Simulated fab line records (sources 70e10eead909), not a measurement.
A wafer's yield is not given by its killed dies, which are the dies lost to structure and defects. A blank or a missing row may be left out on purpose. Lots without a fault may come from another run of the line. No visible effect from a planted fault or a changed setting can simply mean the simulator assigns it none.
Struck lot and sound lot, side by side	flow nandHarc	15 out of 1159 route steps
Sound: wafers L556.3, L556.4, L556.5. Struck: wafers L566.1, L566.2 (left out: L566.4, a lot-mate that was not struck); the cause follows at the end.
For every step that has rows: the tool of each side, followed by ch and its chambers, followed by its first start. Under that, the readings that differ: sound wafers	struck wafers	difference of the means	sigmas: that difference in standard deviations of wafers without a fault.
alike: words and numbers the same on both sides, and readings whose means are apart by under 2 such deviations; not compared: readings that were withheld, readings missing a value for some wafer, numbers with overlapping values and no deviation given by the record, and bounds like >300 which may hide the same value.
The two part at a step that has a row with sigmas, a row that says differs or no value, or rows on one side only. When numbers do not overlap yet have no deviation, they are printed without sigmas and do not part them. A reading missing from all wafers of one side parts the sides only when that side holds two or more wafers.

first, 1 step without rows for these wafers: NHARC_P_ZERO_WELL_SRD_69.
NHARC_P_ZERO_WELL_RTA_42: time 300 s.
  sound on rtpAnneal-01 ch 0, day 3 01:22; struck on rtpAnneal-02 ch 0, day 5 12:59
  alike: lampPowerPct, wafer_temp_C_max
NHARC_P_ZERO_WELL_INSPECT_43:
  sound on defectInspect-01, day 3 01:50; struck on defectInspect-02, day 5 13:40
  alike: rawDefectCount
then, 9 steps without rows for these wafers: NHARC_P_STI_ETCH_26 (etches SiO2 in dHF, target depth 11 nm); NHARC_P_STI_PRECLEAN_27 (cleans in SC1); NHARC_P_STI_SRD_28; NHARC_P_STI_OXIDE_29 (material SiO2, target thk 10 nm, ox time 1362 s); NHARC_P_STI_HM_DEP_30 (deposits Si3N4, target thk 80 nm, time 873 s); NHARC_P_STI_DEHYDRATE_01 (time 120 s); NHARC_P_STI_HMDS_02 (time 30 s); NHARC_P_STI_COAT_41 (time 65 s); NHARC_P_STI_COAT_03 (resist thk 600 nm).
NHARC_P_STI_SOFTBAKE_04: time 70 s.
  sound on lithoTrack-02 ch 0, day 3 14:00; struck on lithoTrack-05 ch 0, day 6 01:00
reading	sound	struck	difference	sigmas
heaterPowerTotalW (W)	199.6 199.7 200.1	232.5 235.1	+34.0	+24
plateTempC (C)	125.46 125.30 125.10	- -	no value on the struck wafers	
after that, 1 step had no rows for these wafers: NHARC_P_STI_EBR_05.
NHARC_END_SORT_01:
  the record has rows for the sound wafers here (prober-02 ch 0, day 19 17:34) and none for the struck ones

== WHERE THEY PART ==
At NHARC_P_STI_SOFTBAKE_04 first; at NHARC_END_SORT_01 last (within this record only).

WHY: whatever the simulator had introduced
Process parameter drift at NHARC_P_STI_SOFTBAKE_04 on lithoTrack-05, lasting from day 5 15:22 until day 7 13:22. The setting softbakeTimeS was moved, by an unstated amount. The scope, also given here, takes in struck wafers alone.
